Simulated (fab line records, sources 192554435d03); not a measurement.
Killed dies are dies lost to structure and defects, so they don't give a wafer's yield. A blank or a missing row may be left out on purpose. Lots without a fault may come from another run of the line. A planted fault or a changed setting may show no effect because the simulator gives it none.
fab line records | flow n5_finfet | part 2 of 2: steps 5 to 6 of 6
record lots=24 wafers=72 last_day=18
route steps=1938 shown MOL_CONTACT_COAG@617 BEOL_M0_SAQP@637 BEOL_M0_CUTY@712 BEOL_M0@734
lots that met no fault: from a run of the same line without faults
start_h: hours from the record's first day to the start of the lot's first wafer shown | wait_h: hours since the lot's step before | " the same as in the row above | L1.1+2: a row that stands for several wafers | - no value, or no start given | * or withheld: withheld | < > ~ a bound
route shown NAME@n: a module of which the file shows steps, and the number in the route of the first | usual: mean/standard deviation of fault-free wafers | same: alike in all rows | chamber/n: place in a boat | sites: the reading at each site | _std_site: their standard deviation | _edge_site: outer sites' mean less inner sites' | radius_mm: how far each site lies from the wafer's centre | mask NAME#n: copy n | behind: the tool/chamber that last shaped the wafer | hold: why the lot was held/for how many hours/how that ended | device: the transistor (n, p or np) that didn't switch | end of line: the same wafers' tests at the end of the route | a step without rows: its recipe alone | killed: dies lost to structure and defects at the first sort, not the wafer's yield | map: a wafer's dies, x killed, . not, _ none there
set.NAME: the setting as run; set.NAME@STEP: as run at that earlier step | model.NAME: the simulator's own value behind a step, which no gauge read
steps of the route over a sample of lots; a table a step, a row a wafer
services: from which hour (start_h, from the record's first day; less than 0 if before it) a tool's chamber was out of use, for how many hours, and why
## steps
# step N5_BEOL_M0_CUTY_ETCH_62
# recipe chemistry=CF4 target=SiARC mask_material=CAR-ArF-block time_s=58.5 ion_energy_ev=80 pressure_mtorr=40 source_w=545 bias_w=36 Ar_flow_sccm=100 cf4_flow_sccm=100 ends=cleared
# usual drypump_motor_current_A=5.7/0.32 etch_rf_on_time_s=56.6/1.6 oes_product_au=0.70/0.077 rf_vpp_V=184.1/1.2 showerhead_plenum_p_Torr=2.15/0.068 throttle_valve_pct=15.66/0.22
# columns lot.wafer tool chamber start_h wait_h drypump_motor_current_A etch_rf_on_time_s oes_product_au rf_hours_counter_h rf_vpp_V showerhead_plenum_p_Torr throttle_valve_pct
L074.1 rie_diel-03 1 122.64 0.0 5.3 56.8 0.63 191 182.8 2.05 15.86
L074.3 " 2 " " 5.7 57.7 0.65 152 182.5 2.07 15.62
L074.5 " 3 " " 5.6 54.0 0.77 - 185.7 2.19 15.42
L075.3 rie_diel-03 0 126.02 0.0 5.6 56.0 0.63 171 185.2 2.21 15.97
L075.4 " 1 " " 5.4 56.5 0.63 192 182.8 2.05 15.86
L075.6 " 0 " " 5.6 56.3 0.63 - 185.3 2.21 15.97
L076.1 rie_diel-03 1 132.09 0.0 5.4 57.0 0.62 194 182.2 2.05 15.87
L076.3 " 0 " " 5.5 57.1 0.62 173 184.7 2.21 15.98
L076.6 " 2 " " 5.7 57.6 0.65 - 183.0 2.07 15.63
L077.1 rie_diel-03 2 135.04 0.0 5.7 57.8 0.65 157 183.8 2.07 15.62
L077.3 " 3 " " 5.7 54.5 0.75 46 184.1 2.18 15.43
L077.5 " 1 " " 5.4 57.2 0.62 - 182.9 2.05 15.87
L078.2 rie_diel-03 0 144.55 0.0 5.5 56.4 0.62 178 184.7 2.21 15.99
L078.4 " 2 " " 5.7 57.2 0.65 160 182.5 2.07 15.63
L078.5 " 3 " " 5.6 54.4 0.76 - 182.8 2.18 15.43
L079.3 rie_diel-03 3 146.66 0.0 5.6 54.7 0.75 50 183.7 2.18 15.45
L079.4 " 3 " " 5.6 54.8 0.76 - 183.7 2.18 15.44
L079.6 " 1 " " 5.4 55.8 0.63 - 182.0 2.05 15.89
L080.1 rie_diel-01 3 149.87 0.0 5.1 58.4 0.57 252 182.3 2.02 15.80
L080.2 " 0 " " 6.2 56.1 0.70 108 184.6 2.17 15.78
L080.6 " 1 " " 5.9 59.8 0.68 - 185.7 2.23 15.37
L081.2 rie_diel-03 1 165.97 0.0 5.4 56.9 0.62 211 182.8 2.04 15.90
L081.4 " 2 " " 5.8 57.9 0.64 162 182.4 2.06 15.63
L081.5 " 1 " " 5.4 56.6 0.61 - 181.8 2.04 15.91
L082.2 rie_diel-03 2 169.89 0.0 5.7 58.0 0.64 164 184.4 2.06 15.65
L082.4 " 1 " " 5.4 56.6 0.61 212 183.3 2.04 15.91
L082.6 " 3 " " 5.6 55.4 0.73 - 184.9 2.18 15.45
L084.1 rie_diel-05 0 175.00 0.0 5.8 58.8 0.63 185 183.1 2.11 15.53
L084.3 " 1 " " 5.8 57.9 0.75 48 185.0 2.20 15.40
L084.4 " 2 " " 5.9 55.1 0.81 21 183.8 2.11 15.85
L083.2 rie_diel-01 2 175.04 0.0 6.2 56.5 0.83 13 184.8 2.20 15.53
L083.4 " 0 " " 6.2 56.4 0.69 - 184.2 2.17 15.81
L083.5 " 1 " " 5.9 59.7 0.67 - 183.1 2.22 15.41
L085.3 rie_diel-01 0 189.68 0.0 6.2 56.5 0.68 131 184.4 2.17 15.83
L085.5 " 3 " " 5.1 57.6 0.82 - 185.8 2.27 15.25
L085.6 " 2 " " 6.2 55.8 0.82 - 184.9 2.20 15.56
L086.1 rie_diel-03 1 198.72 0.0 5.4 57.0 0.60 223 183.3 2.04 15.94
L086.2 " 3 " " 5.6 55.1 0.73 72 183.1 2.17 15.47
L086.5 " 0 " " 5.5 56.8 0.61 - 186.4 2.20 16.03
L087.2 rie_diel-01 0 200.02 0.0 6.2 55.9 0.68 136 184.0 2.16 15.82
L087.4 " 3 " " 5.1 57.6 0.81 - 185.2 2.27 15.29
L087.6 " 0 " " 6.2 56.2 0.67 - 184.1 2.16 15.83
L088.2 rie_diel-05 2 207.73 0.0 5.9 54.2 0.81 26 183.8 2.11 15.86
L088.3 " 1 " " 5.8 57.5 0.73 53 183.6 2.20 15.42
L088.5 " 0 " " 5.8 57.4 0.64 - 184.4 2.10 15.57
L089.2 rie_diel-05 0 211.71 0.0 5.8 58.0 0.63 191 184.0 2.10 15.57
L089.4 " 1 " " 5.8 57.8 0.74 54 183.9 2.20 15.43
L089.6 " 3 " " 5.3 54.8 0.81 - 184.6 2.10 15.76
L091.2 rie_diel-05 2 216.04 0.0 5.9 54.5 0.81 29 183.0 2.11 15.87
L091.4 " 0 " " 5.8 57.6 0.64 193 183.4 2.10 15.57
L091.6 " 2 " " 5.8 54.7 0.81 - 182.2 2.11 15.87
L090.1 rie_diel-03 1 218.26 0.0 5.4 56.9 0.60 230 184.5 2.04 15.94
L090.5 " 3 " " 5.6 55.5 0.71 - 184.4 2.17 15.50
L090.6 " 2 " " 5.7 58.2 0.63 - 183.4 2.06 15.66
L092.2 rie_diel-05 2 225.36 0.0 5.8 54.3 0.80 32 184.7 2.11 15.85
L092.5 " 0 " " 5.8 57.1 0.63 - 184.8 2.10 15.57
L092.6 " 3 " " 5.3 54.9 0.79 - 182.7 2.09 15.77
L093.3 rie_diel-01 2 232.29 0.0 6.2 56.2 0.79 36 185.1 2.19 15.56
L093.4 " 1 " " 5.9 60.0 0.65 128 185.7 2.22 15.43
L093.5 " 2 " " 6.2 55.6 0.79 - 184.6 2.19 15.57
L094.4 rie_diel-03 1 240.01 0.0 5.4 56.0 0.60 237 181.9 2.03 15.95
L094.5 " 0 " " 5.5 56.4 0.60 - 186.1 2.19 16.05
L094.6 " 3 " " 5.6 54.4 0.72 - 183.5 2.17 15.52
L095.1 rie_diel-01 2 244.94 0.0 6.2 55.8 0.79 40 183.6 2.19 15.59
L095.5 " 3 " " 5.1 57.3 0.78 - 186.1 2.26 15.31
L095.6 " 2 " " 6.2 55.6 0.78 - 184.6 2.19 15.58
L097.1 rie_diel-01 0 252.22 0.0 6.2 56.6 0.66 152 184.5 2.16 15.86
L097.4 " 2 " " 6.2 56.4 0.78 43 183.8 2.19 15.60
L097.5 " 0 " " 6.2 56.7 0.66 - 185.2 2.16 15.87
L096.1 rie_diel-01 0 254.25 0.0 6.2 55.4 0.67 153 184.0 2.16 15.87
L096.2 " 1 " " 6.0 59.4 0.65 136 185.0 2.21 15.44
L096.3 " 3 " " 5.1 56.6 0.78 27 186.1 2.26 15.32
# step N5_BEOL_M0_SPUTTER_116
# recipe material=Cu target_thk_a=40 temp_c=-20 chamber_pressure_pa=0.07 power_w=withheld time_s=7.37
# usual throttle_valve_pct=30.6/0.86
# columns lot.wafer tool chamber start_h wait_h throttle_valve_pct
L074.1 pvd_sputter-03 - 128.72 1.2 30.9
L074.3 " - " " 29.8
L074.5 " - " " 32.0
L075.3 pvd_sputter-02 - 131.66 0.2 29.8
L075.4 " - " " 30.4
L075.6 " - " " 30.5
L076.1 pvd_sputter-01 - 133.95 0.1 31.6
L076.3 " - " " 31.3
L076.6 " - " " 30.1
L077.1 pvd_sputter-02 - 138.82 0.2 30.0
L077.3 " - " " 30.4
L077.5 " - " " 30.4
L078.2 pvd_sputter-03 - 150.50 0.1 29.1
L078.4 " - " " 31.2
L078.5 " - " " 29.6
L079.3 pvd_sputter-03 - 150.94 0.1 32.3
L079.4 " - " " 30.8
L079.6 " - " " 28.9
L080.1 pvd_sputter-01 - 156.34 0.1 31.2
L080.2 " - " " 30.1
L080.6 " - " " 31.6
L081.2 pvd_sputter-02 - 169.70 0.2 29.9
L081.4 " - " " 30.7
L081.5 " - " " 30.7
L082.2 pvd_sputter-01 - 172.96 0.1 30.4
L082.4 " - " " 31.4
L082.6 " - " " 30.0
L084.1 pvd_sputter-01 - 180.06 0.1 31.7
L084.3 " - " " 30.3
L084.4 " - " " 31.1
L083.2 pvd_sputter-02 - 182.81 0.1 29.7
L083.4 " - " " 30.4
L083.5 " - " " 29.8
L085.3 pvd_sputter-03 - 197.10 0.1 29.1
L085.5 " - " " 29.2
L085.6 " - " " 29.6
L086.1 pvd_sputter-03 - 201.86 0.3 32.3
L086.2 " - " " 29.6
L086.5 " - " " 28.9
L087.2 pvd_sputter-02 - 203.64 0.1 30.6
L087.4 " - " " 29.9
L087.6 " - " " 30.3
L088.2 pvd_sputter-03 - 211.81 1.8 32.2
L088.3 " - " " 29.6
L088.5 " - " " 29.6
L089.2 pvd_sputter-02 - 217.20 0.2 30.6
L089.4 " - " " 29.9
L089.6 " - " " 30.5
L091.2 pvd_sputter-02 - 221.10 0.1 30.4
L091.4 " - " " 30.8
L091.6 " - " " 30.1
L090.1 pvd_sputter-02 - 224.00 0.3 30.7
L090.5 " - " " 30.4
L090.6 " - " " 30.4
L092.2 pvd_sputter-03 - 229.72 0.1 28.9
L092.5 " - " " 32.2
L092.6 " - " " 31.3
L093.3 pvd_sputter-03 - 234.35 0.1 32.3
L093.4 " - " " 29.4
L093.5 " - " " 31.9
L094.4 pvd_sputter-01 - 245.70 0.2 30.9
L094.5 " - " " 31.7
L094.6 " - " " 29.8
L095.1 pvd_sputter-02 - 247.67 0.1 30.9
L095.5 " - " " 30.0
L095.6 " - " " 30.3
L097.1 pvd_sputter-01 - 257.29 1.8 31.6
L097.4 " - " " 30.7
L097.5 " - " " 31.4
L096.1 pvd_sputter-03 - 259.95 0.2 31.9
L096.2 " - " " 31.2
L096.3 " - " " 29.8
## services
# columns tool chamber start_h hours kind
pecvd-02 1 84.38 5.5 scheduled_down
plasma_asher-02 - 84.93 11.0 repair
rie_diel-01 - 87.14 1.0 repair
pvd_sputter-02 - 116.54 1.6 repair
pecvd-02 0 118.68 2.1 scheduled_down
rie_diel-01 2 134.57 - clean
rie_diel-01 2 134.57 - consumable_replace:esc
rie_diel-01 2 134.57 - consumable_replace:focus_ring
pecvd-04 0 136.78 13.9 repair
pvd_sputter-01 - 137.28 15.4 repair
rie_diel-01 - 141.22 1.0 repair
rie_diel-05 - 143.37 14.6 pm
rie_diel-03 3 149.91 2.5 repair
rie_diel-01 3 153.44 - clean
pecvd-04 1 170.87 13.4 repair
rie_diel-05 - 180.40 15.6 pm
pecvd-02 1 204.81 2.1 scheduled_down
pecvd-02 2 212.94 5.5 scheduled_down
pecvd-01 1 234.87 10.4 repair
pecvd-02 - 240.78 1.8 repair
plasma_asher-02 - 247.24 2.4 repair
rie_diel-03 - 253.52 0.4 repair
pecvd-04 - 255.35 2.8 pm
pecvd-02 1 256.42 - calibration
